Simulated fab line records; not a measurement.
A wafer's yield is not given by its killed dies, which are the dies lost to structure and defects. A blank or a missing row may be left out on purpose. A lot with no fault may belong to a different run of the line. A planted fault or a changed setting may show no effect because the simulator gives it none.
Chamber matching :: flow nand_harc :: NHARC_A_SGD_CUT_DESCUM_14 on rie_diel-08 has 4 sister chambers
The step chemistry O2, time 3 s. 27 wafers are shown with their chamber, then 12 later ones without.

## WAFERS PAIRED WITH THEIR CHAMBERS
wafer: L075.1
chamber: 2
showerhead_plenum_p_Torr (Torr): 1.85
drypump_motor_current_A (A): 5.7
throttle_valve_pct (%): 11.314

wafer: L075.3
chamber: 0
showerhead_plenum_p_Torr (Torr): 2.03
drypump_motor_current_A (A): 5.3
throttle_valve_pct (%): 11.306

wafer: L075.6
chamber: 3
showerhead_plenum_p_Torr (Torr): 1.88
drypump_motor_current_A (A): 5.5
throttle_valve_pct (%): 11.317

wafer: L075.2
chamber: 3
showerhead_plenum_p_Torr (Torr): 1.88
drypump_motor_current_A (A): 5.5
throttle_valve_pct (%): 11.316

wafer: L075.4
chamber: 1
showerhead_plenum_p_Torr (Torr): 1.80
drypump_motor_current_A (A): 5.9
throttle_valve_pct (%): 11.306

wafer: L075.5
chamber: 2
showerhead_plenum_p_Torr (Torr): 1.85
drypump_motor_current_A (A): 5.7
throttle_valve_pct (%): 11.318

wafer: L077.1
chamber: 1
showerhead_plenum_p_Torr (Torr): 1.80
drypump_motor_current_A (A): 5.9
throttle_valve_pct (%): 11.318

wafer: L077.2
chamber: 0
showerhead_plenum_p_Torr (Torr): 2.03
drypump_motor_current_A (A): 5.2
throttle_valve_pct (%): 11.311

wafer: L077.3
chamber: 2
showerhead_plenum_p_Torr (Torr): 1.85
drypump_motor_current_A (A): 5.7
throttle_valve_pct (%): 11.310

wafer: L077.4
chamber: 3
showerhead_plenum_p_Torr (Torr): 1.88
drypump_motor_current_A (A): 5.5
throttle_valve_pct (%): 11.320

wafer: L077.5
chamber: 2
showerhead_plenum_p_Torr (Torr): 1.85
drypump_motor_current_A (A): 5.7
throttle_valve_pct (%): 11.323

wafer: L077.6
chamber: 3
showerhead_plenum_p_Torr (Torr): 1.88
drypump_motor_current_A (A): 5.5
throttle_valve_pct (%): 11.306

wafer: L079.1
chamber: 3
showerhead_plenum_p_Torr (Torr): 1.88
drypump_motor_current_A (A): 5.5
throttle_valve_pct (%): 11.311

wafer: L079.2
chamber: 1
showerhead_plenum_p_Torr (Torr): 1.80
drypump_motor_current_A (A): 5.9
throttle_valve_pct (%): 11.316

wafer: L079.3
chamber: 2
showerhead_plenum_p_Torr (Torr): 1.85
drypump_motor_current_A (A): 5.7
throttle_valve_pct (%): 11.332

wafer: L079.4
chamber: 0
showerhead_plenum_p_Torr (Torr): 2.03
drypump_motor_current_A (A): 5.3
throttle_valve_pct (%): 11.310

wafer: L079.5
chamber: 3
showerhead_plenum_p_Torr (Torr): 1.88
drypump_motor_current_A (A): 5.5
throttle_valve_pct (%): 11.316

wafer: L079.6
chamber: 0
showerhead_plenum_p_Torr (Torr): 2.03
drypump_motor_current_A (A): 5.2
throttle_valve_pct (%): 11.306

wafer: L082.3
chamber: 3
showerhead_plenum_p_Torr (Torr): 1.88
drypump_motor_current_A (A): 5.5
throttle_valve_pct (%): 11.299

wafer: L082.4
chamber: 2
showerhead_plenum_p_Torr (Torr): 1.85
drypump_motor_current_A (A): 5.7
throttle_valve_pct (%): 11.330

wafer: L082.5
chamber: 3
showerhead_plenum_p_Torr (Torr): 1.88
drypump_motor_current_A (A): 5.5
throttle_valve_pct (%): 11.313

wafer: L090.2
chamber: 3
showerhead_plenum_p_Torr (Torr): 1.87
drypump_motor_current_A (A): 5.5
throttle_valve_pct (%): 11.301

wafer: L090.3
chamber: 2
showerhead_plenum_p_Torr (Torr): 1.84
drypump_motor_current_A (A): 5.7
throttle_valve_pct (%): 11.304

wafer: L090.5
chamber: 3
showerhead_plenum_p_Torr (Torr): 1.87
drypump_motor_current_A (A): 5.5
throttle_valve_pct (%): 11.312

wafer: L090.1
chamber: 1
showerhead_plenum_p_Torr (Torr): 1.80
drypump_motor_current_A (A): 5.9
throttle_valve_pct (%): 11.299

wafer: L090.4
chamber: 0
showerhead_plenum_p_Torr (Torr): 2.02
drypump_motor_current_A (A): 5.2
throttle_valve_pct (%): 11.312

wafer: L090.6
chamber: 2
showerhead_plenum_p_Torr (Torr): 1.84
drypump_motor_current_A (A): 5.7
throttle_valve_pct (%): 11.324

SIGNATURES (means of the wafers above)
reading: showerhead_plenum_p_Torr
chamber 0: 2.0280
chamber 1: 1.8000
chamber 2: 1.8475
chamber 3: 1.8780
scatter within a chamber: 0.00412

reading: drypump_motor_current_A
chamber 0: 5.240
chamber 1: 5.900
chamber 2: 5.700
chamber 3: 5.500
scatter within a chamber: 0.0228

reading: throttle_valve_pct
chamber 0: 11.30900
chamber 1: 11.30975
chamber 2: 11.31938
chamber 3: 11.31110
scatter within a chamber: 0.00772
Rule: for each reading, subtract the chamber's mean from the wafer's reading, divide by that reading's scatter and square the result; add these up over the readings and take the root, which gives the wafer's distance from the chamber. If the next closest chamber is less than 2 further off than the closest, the wafer can't be placed; otherwise it belongs to the closest. How the scatter is found: for the shown wafers, subtract from each reading the mean of its chamber, square and add these, divide the total by (wafers less chambers), then take the root.

## WAFERS MISSING THEIR CHAMBER
wafer: L093.1
showerhead_plenum_p_Torr (Torr): 1.80
drypump_motor_current_A (A): 5.9
throttle_valve_pct (%): 11.302

wafer: L093.2
showerhead_plenum_p_Torr (Torr): 1.87
drypump_motor_current_A (A): 5.5
throttle_valve_pct (%): 11.316

wafer: L093.5
showerhead_plenum_p_Torr (Torr): 1.80
drypump_motor_current_A (A): 5.9
throttle_valve_pct (%): 11.328

wafer: L095.2
showerhead_plenum_p_Torr (Torr): 1.84
drypump_motor_current_A (A): 5.7
throttle_valve_pct (%): 11.316

wafer: L095.4
showerhead_plenum_p_Torr (Torr): 2.02
drypump_motor_current_A (A): 5.2
throttle_valve_pct (%): 11.310

wafer: L095.5
showerhead_plenum_p_Torr (Torr): 1.84
drypump_motor_current_A (A): 5.7
throttle_valve_pct (%): 11.303

wafer: L097.2
showerhead_plenum_p_Torr (Torr): 2.02
drypump_motor_current_A (A): 5.2
throttle_valve_pct (%): 11.312

wafer: L097.4
showerhead_plenum_p_Torr (Torr): 1.80
drypump_motor_current_A (A): 5.9
throttle_valve_pct (%): 11.300

wafer: L097.6
showerhead_plenum_p_Torr (Torr): 2.02
drypump_motor_current_A (A): 5.2
throttle_valve_pct (%): 11.315

wafer: L097.1
showerhead_plenum_p_Torr (Torr): 1.87
drypump_motor_current_A (A): 5.5
throttle_valve_pct (%): 11.308

wafer: L097.3
showerhead_plenum_p_Torr (Torr): 1.84
drypump_motor_current_A (A): 5.7
throttle_valve_pct (%): 11.297

wafer: L097.5
showerhead_plenum_p_Torr (Torr): 1.80
drypump_motor_current_A (A): 5.9
throttle_valve_pct (%): 11.323

## WHICH CHAMBER EACH WENT THROUGH
wafer: L093.1
from the rows above: 1
in truth: 1

wafer: L093.2
from the rows above: 3
in truth: 3

wafer: L093.5
from the rows above: 1
in truth: 1

wafer: L095.2
from the rows above: 2
in truth: 2

wafer: L095.4
from the rows above: 0
in truth: 0

wafer: L095.5
from the rows above: 2
in truth: 2

wafer: L097.2
from the rows above: 0
in truth: 0

wafer: L097.4
from the rows above: 1
in truth: 1

wafer: L097.6
from the rows above: 0
in truth: 0

wafer: L097.1
from the rows above: 3
in truth: 3

wafer: L097.3
from the rows above: 2
in truth: 2

wafer: L097.5
from the rows above: 1
in truth: 1
12 of 12 placed correctly. Number that these rows cannot place: 0. 0 placed wrongly.
